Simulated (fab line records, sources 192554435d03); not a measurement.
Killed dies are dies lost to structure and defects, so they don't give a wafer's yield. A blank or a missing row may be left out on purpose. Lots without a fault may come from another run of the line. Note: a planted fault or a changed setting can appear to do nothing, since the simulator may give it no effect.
Matching of chambers -- flow n5_finfet -- pecvd-03 running N5_FIN_SAQP_PECVD_48: 3 sister chambers
The step deposits SiNx from SiH4/NH3/N2, target thk 25 nm, time 22.1 s. 16 wafers are shown with their chamber, then 8 later ones without.

## WAFERS, EACH WITH ITS CHAMBER
wafer,chamber,showerhead_plenum_p_Torr (Torr),throttle_valve_pct (%),heater_power_w (W)
L082.1,1,5.21,39.6,803
L082.3,0,5.09,40.6,744
L082.6,0,5.09,41.0,724
L083.1,0,5.08,40.8,615
L083.2,1,5.22,39.7,677
L083.3,2,5.18,38.0,721
L084.2,1,5.20,39.3,675
L084.5,2,5.20,38.0,712
L084.6,0,5.07,41.1,711
L085.1,0,5.09,40.4,711
L085.4,1,5.21,39.6,759
L085.5,2,5.19,37.8,638
L086.2,1,5.20,39.6,759
L086.4,0,5.09,41.0,724
L086.6,2,5.19,38.2,644
L087.1,1,5.22,39.5,809

SIGNATURES, as means of the wafers listed above
reading,chamber 0,chamber 1,chamber 2,scatter within a chamber
showerhead_plenum_p_Torr,5.0850,5.2100,5.1900,0.00855
throttle_valve_pct,40.817,39.550,38.000,0.204
heater_power_w,704.83,747.00,678.75,50.8
Rule: a wafer lies at a distance from a chamber equal to the root of the sum of squares, over the readings, of (its reading less the chamber's mean, divided by the reading's scatter). If the next closest chamber is less than 2 further off than the closest, the wafer can't be placed; otherwise it belongs to the closest. How the scatter is found: for the shown wafers, subtract from each reading the mean of its chamber, square and add these, divide the total by (wafers less chambers), then take the root.

## WAFERS WITH NO CHAMBER GIVEN
wafer,showerhead_plenum_p_Torr (Torr),throttle_valve_pct (%),heater_power_w (W)
L087.3,5.09,40.8,749
L087.5,5.17,38.0,728
L089.2,5.22,39.6,696
L089.3,5.08,41.1,727
L089.5,5.19,38.2,767
L095.1,5.19,38.5,765
L095.4,5.18,38.7,715
L095.5,5.10,41.1,678

## THE CHAMBER EACH PASSED THROUGH
wafer,from the rows above,in truth
L087.3,0,0
L087.5,2,2
L089.2,1,1
L089.3,0,0
L089.5,2,2
L095.1,2,2
L095.4,can't be placed: 2 or 1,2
L095.5,0,0
Correctly placed: 7 of 8. From these rows, 1 cannot be placed; in 1 the true chamber is one of the candidates. Placed wrongly: 0.
